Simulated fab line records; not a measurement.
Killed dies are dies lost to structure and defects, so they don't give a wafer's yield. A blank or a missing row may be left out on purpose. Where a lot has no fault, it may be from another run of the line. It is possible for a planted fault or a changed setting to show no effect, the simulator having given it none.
2 desks, one fault :: flow n5-finfet :: each desk holds nothing but its own numbers, with what lay behind them at the end

METROLOGY DESK
Means of the sampled wafers that have a number, per lot and without regard to the tool the lot ran on: this is what the gauges read. Marked OUT: a lot whose mean sits more than 4 standard deviations from the usual mean, which makes it out of limits; the brackets give that distance.
Columns: A = cd-nm at N5_BEOL_M6_CD_MEAS_35, usual 39.5 nm
lot: L168
first seen here: day 8 16:59
A: 39.6

lot: L166
first seen here: day 9 04:04
A: 39.3

lot: L167
first seen here: day 9 07:43
A: 39.5

lot: L170
first seen here: day 10 01:35
A: 39.5

lot: L173
first seen here: day 10 05:34
A: 39.2

lot: L172
first seen here: day 10 07:29
A: 39.9

lot: L177
first seen here: day 11 10:55
A: 39.2

lot: L178
first seen here: day 11 15:25
A: 39.9

lot: L184
first seen here: day 13 13:18
A: 39.6

lot: L187
first seen here: day 13 23:49
A: 39.9

lot: L188
first seen here: day 14 06:30
A: 39.5

lot: L189
first seen here: day 14 06:59
A: 40.0
Finding of this desk: none of the 12 lots has anything out of limits.

THE TOOL OWNER'S DESK: litho-track-03
The tool's own readings at N5_BEOL_M7_COAT_60 (time 60 s, resist thk 35 nm): means of the sampled wafers that have a number, for each lot that ran on this tool. Marked OUT: a lot whose mean sits more than 4 standard deviations from the usual mean, which makes it out of limits; the brackets give that distance.
Columns: A = chill-plate-temp-C at N5_BEOL_M7_COAT_60, usual 23.02 C; B = spin-speed-rpm at N5_BEOL_M7_COAT_60, usual 1500.0 rpm
lot: L167
first seen here: day 9 14:05
A: 23.02
B: 1499.3

lot: L173
first seen here: day 10 10:55
A: 23.11
B: 1499.6

lot: L172
first seen here: day 10 11:13
A: 23.05
B: 1500.6

lot: L177
first seen here: day 11 16:13
A: 23.01
B: 1399.0 (-92) OUT

lot: L178
first seen here: day 11 19:44
A: 23.07
B: 1399.6 (-91) OUT
This desk's finding: out of limits on L177, L178; first on L177, day 11 16:13 (spin-speed-rpm at N5_BEOL_M7_COAT_60). In limits: L167, L173, L172.

PUT TOGETHER
The tool owner's desk could have raised an alarm at day 11 16:13, on L177, L178.
The metrology desk saw nothing out of limits.
The metrology desk has L177, L178 on record, within its limits.
Every lot named ran N5_BEOL_M7_COAT_60 on litho-track-03.

WHAT THE SIMULATOR HAD INSERTED
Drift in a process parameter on litho-track-03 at N5_BEOL_M7_COAT_60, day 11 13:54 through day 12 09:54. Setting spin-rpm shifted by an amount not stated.
Shown lots that were struck: L177, L178.
How many hours passed from the start of the fault until each desk's first out-of-limits reading: the tool owner's desk, 2.
